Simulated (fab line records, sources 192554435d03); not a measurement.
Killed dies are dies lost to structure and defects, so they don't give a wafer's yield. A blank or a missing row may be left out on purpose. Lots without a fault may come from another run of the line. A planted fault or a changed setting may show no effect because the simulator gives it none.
Which tool did it? | flow n5_finfet | 10 lots, 30 wafers sampled, at 2 steps of a route of 1938

WHAT THE GAUGES READ, wafer by wafer
N5_BEOL_M9_CD_MEAS_28: target cd 70 nm.
lot  | measured     | on        | cd_nm (nm)
L192 | day 11 00:21 | cd_sem-02 | 70.10 70.06 69.75
L193 | day 12 04:01 | cd_sem-03 | 69.47 69.85 69.87
L199 | day 12 12:48 | cd_sem-01 | 69.90 70.36 70.35
L197 | day 12 21:58 | cd_sem-03 | 69.98 69.94 70.03
L200 | day 13 17:46 | cd_sem-02 | 69.87 70.04 69.88
L201 | day 13 22:20 | cd_sem-01 | 69.88 70.17 69.76
L202 | day 14 15:09 | cd_sem-01 | 70.10 69.62 70.28
L212 | day 17 10:02 | cd_sem-03 | 69.98 69.67 69.68
L214 | day 17 17:19 | cd_sem-01 | 69.76 69.80 69.71
L213 | day 18 05:08 | cd_sem-03 | 69.77 70.20 69.96

WHICH TOOL RAN EACH LOT (tool, then ch and the chambers of the sampled wafers, then the start)
lot  | N5_BEOL_M9_STRIP_67
L192 | rie_diel-04 ch 2,3, day 10 20:02
L193 | rie_diel-01 ch 2,3, day 12 02:45
L199 | rie_diel-04 ch 0,2,3, day 12 10:29
L197 | rie_diel-01 ch 1,2,3, day 12 19:30
L200 | rie_diel-01 ch 0,2,3, day 13 15:05
L201 | rie_diel-01 ch 0,1,3, day 13 19:34
L202 | rie_diel-02 ch 0,2,3, day 14 13:10
L212 | rie_diel-04 ch 0,2, day 17 08:23
L214 | rie_diel-04 ch 1,2,3, day 17 15:31
L213 | rie_diel-04 ch 0,2,3, day 18 03:35
- N5_BEOL_M9_STRIP_67: strips in CF4.

THE ANSWER, worked out from the rows above alone
Rule: what is usual is taken from the lots themselves. Put in order of their means at a reading, lots are off if they are a third of the lots or fewer, leave a main group of 4 or more, and stand apart from it by a gap of 3 or more times the standard deviation of the main group's means; of several such gaps the widest counts. A main group whose means are all the same, to the digits that the tables above print for the reading, isn't used. A lot without any number at a reading at which 4 lots or more have one is off too. The other lots that the step has rows for count as sound.
No lot is off at any reading shown: from this, nothing can be told.

WHAT THE SIMULATOR HAD PUT IN
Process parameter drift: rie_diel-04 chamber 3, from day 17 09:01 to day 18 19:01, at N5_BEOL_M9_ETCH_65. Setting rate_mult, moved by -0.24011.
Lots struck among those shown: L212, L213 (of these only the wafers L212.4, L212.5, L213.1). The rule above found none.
